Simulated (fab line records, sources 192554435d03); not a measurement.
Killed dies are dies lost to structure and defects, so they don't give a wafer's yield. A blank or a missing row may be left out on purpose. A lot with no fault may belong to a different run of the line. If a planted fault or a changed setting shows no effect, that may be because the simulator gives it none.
A lot that was struck, set against a sound lot | flow n5Finfet | 22 out of 1938 route steps
Sound: wafers L366.2, L366.3. Wafers L369.2, L369.5, L369.6 were the ones struck. Last of all comes the cause.
Each step with rows lists, per side, the tool, then ch with its chambers, then its first start. Under that, the readings that differ: sound wafers | struck wafers | difference of the means | sigmas: that difference in standard deviations of wafers without a fault.
alike: same words and numbers on both sides, and readings whose means sit less than 2 such deviations apart. not compared: any withheld reading, any reading some wafer has no value for, any bound like >300 that may hide the same value, and any number with overlapping values for which the record gives no deviation.
A row with sigmas, a row that says differs or no value, or rows on one side alone: a step with any of these is where the two part. Numbers that don't overlap but have no deviation are shown without sigmas and don't part them. A reading that every wafer of one side lacks parts them only if that side has two wafers or more.

first, 7 steps without rows for these wafers: N5_BEOL_M4_COAT_73 (time 60 s, resist thk 5 nm); N5_BEOL_M4_COAT_05 (resist thk 30 nm); N5_BEOL_M4_EBR_07; N5_BEOL_M4_SOFTBAKE_06 (time 60 s); N5_BEOL_M4_EXPOSE_08 (exposes mask M4); N5_BEOL_M4_PEB_09 (peb time 60 s); N5_BEOL_M4_DEVELOP_10 (develop time 30 s).
N5_BEOL_M4_CD_MEAS_11: target cd 16.79 nm.
  sound on cdSem-02 ch 0, day 13 21:25; struck on cdSem-01 ch 0, day 14 16:19
  alike: cdNm
N5_BEOL_M4_OVL_MEAS_12:
  sound on overlay-02 ch 0, day 13 21:27; struck on overlay-01 ch 0, day 14 16:22
  alike: M4_OVL
N5_BEOL_M4_INSPECT_13: inspects for defects (brightfield).
  sound on defectInspect-02, day 13 21:30; struck on defectInspect-01, day 14 16:25
  alike: rawDefectCount
N5_BEOL_M4_DESCUM_16: chemistry O2, time 7 s.
  sound on rieDiel-01 ch 0,3, day 13 22:30; struck on rieDiel-01 ch 1,2,3, day 14 16:41
  alike: drypumpMotorCurrentA, oesProductAu, rfVppV, showerheadPlenumPTorr, throttleValvePct
  not compared: rfHoursCounterH
N5_BEOL_M4_ETCH_74: etches underlayer in N2/H2, target depth 6.5 nm, time 5.2 s.
  sound on rieDiel-01 ch 0,3, day 13 22:32; struck on rieDiel-01 ch 1,2,3, day 14 16:43
  alike: biasW, chamberPressureMTorr, drypumpMotorCurrentA, etchRfOnTimeS, oesProductAu, rfVppV, showerheadPlenumPTorr, throttleValvePct
  not compared: rfHoursCounterH
N5_BEOL_M4_ETCH_63: etches SiARC in CF4, target depth 15.6 nm, time 26 s.
  sound on rieDiel-01 ch 0,3, day 13 22:33; struck on rieDiel-01 ch 1,2,3, day 14 16:44
  no value came back on the struck wafers for any of 10 readings (biasW (W), cf4FlowSccm (sccm) and others); on the sound wafers biasW (W) reads 35.97 36.14
reading                                     | sound     | struck         | difference | sigmas
model.CAR-EUV_of_BEOL_M4_COAT_05.thkNm (nm) | 11.2 11.2 | 20.6 20.6 20.6 | +9.4       | 
N5_BEOL_M4_ETCH_64: etches SOC in N2/H2, target depth 75 nm, overetch 22.5 nm, time 121.9 s.
  sound on rieDiel-01 ch 0,3, day 13 22:35; struck on rieDiel-01 ch 1,2,3, day 14 16:46
reading             | sound     | struck         | difference | sigmas
oesProductAu (a.u.) | 0.53 0.59 | 0.27 0.33 0.26 | -0.27      | -5
  alike: biasW, chamberPressureMTorr, drypumpMotorCurrentA, rfVppV, showerheadPlenumPTorr, throttleValvePct
  not compared: rfHoursCounterH
then, 2 steps without rows for these wafers: N5_BEOL_M4_STRIP_65 (strips in N2/H2); N5_BEOL_M4_STRIP_75 (strips in N2/H2).
N5_BEOL_M4_STRIP_66: strips in CF4.
  sound on rieDiel-01 ch 0,3, day 13 22:43; struck on rieDiel-01 ch 1,2,3, day 14 16:54
  alike: drypumpMotorCurrentA, oesProductAu, powerW, rfVppV, showerheadPlenumPTorr, throttleValvePct
  not compared: rfHoursCounterH
N5_BEOL_M4_HM_OPEN_17: chemistry Cl2/BCl3, target TiN, target depth 20 nm, overetch 6 nm.
  sound on rieMetal-03 ch 0,1, day 13 22:46; struck on rieMetal-01 ch 0,1, day 14 16:56
reading             | sound       | struck            | difference | sigmas
mfcArSccm (sccm)    | 25.14 25.11 | 24.75 24.99 24.97 | -0.22      | -3
oesProductAu (a.u.) | 0.67 0.80   | 0.25 0.29 0.25    | -0.47      | -7
  alike: drypumpMotorCurrentA, throttleValvePct
  not compared: rfHoursCounterH
N5_BEOL_M4_STRIP_19: strips in O2.
  sound on rieDiel-01 ch 2,3, day 13 22:52; struck on rieDiel-01 ch 0,1, day 14 17:03
  alike: drypumpMotorCurrentA, oesProductAu, rfVppV, showerheadPlenumPTorr, throttleValvePct
  not compared: rfHoursCounterH
N5_BEOL_M4_CD_MEAS_18: pitch 36 nm, target cd 18 nm.
  sound on cdSem-03, day 13 22:57; struck on cdSem-02, day 14 17:07
reading   | sound     | struck | difference                    | sigmas
cdNm (nm) | 17.2 17.8 | - - -  | no value on the struck wafers | 
then, 1 step without rows for these wafers: N5_BEOL_M4_COAT_67 (time 60 s, resist thk 60 nm).
N5_BEOL_M4_RC_MEAS_101:
  the record has rows for the sound wafers here (prober-02 ch 0, day 15 12:36) and none for the struck ones

WHERE THEY PART
Earliest at N5_BEOL_M4_ETCH_63; latest, in this record, at N5_BEOL_M4_RC_MEAS_101.

WHY: the cause the simulator had injected
Whole step skipped at N5_BEOL_M4_ETCH_63 on rieDiel-01, starting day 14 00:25. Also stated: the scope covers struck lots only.
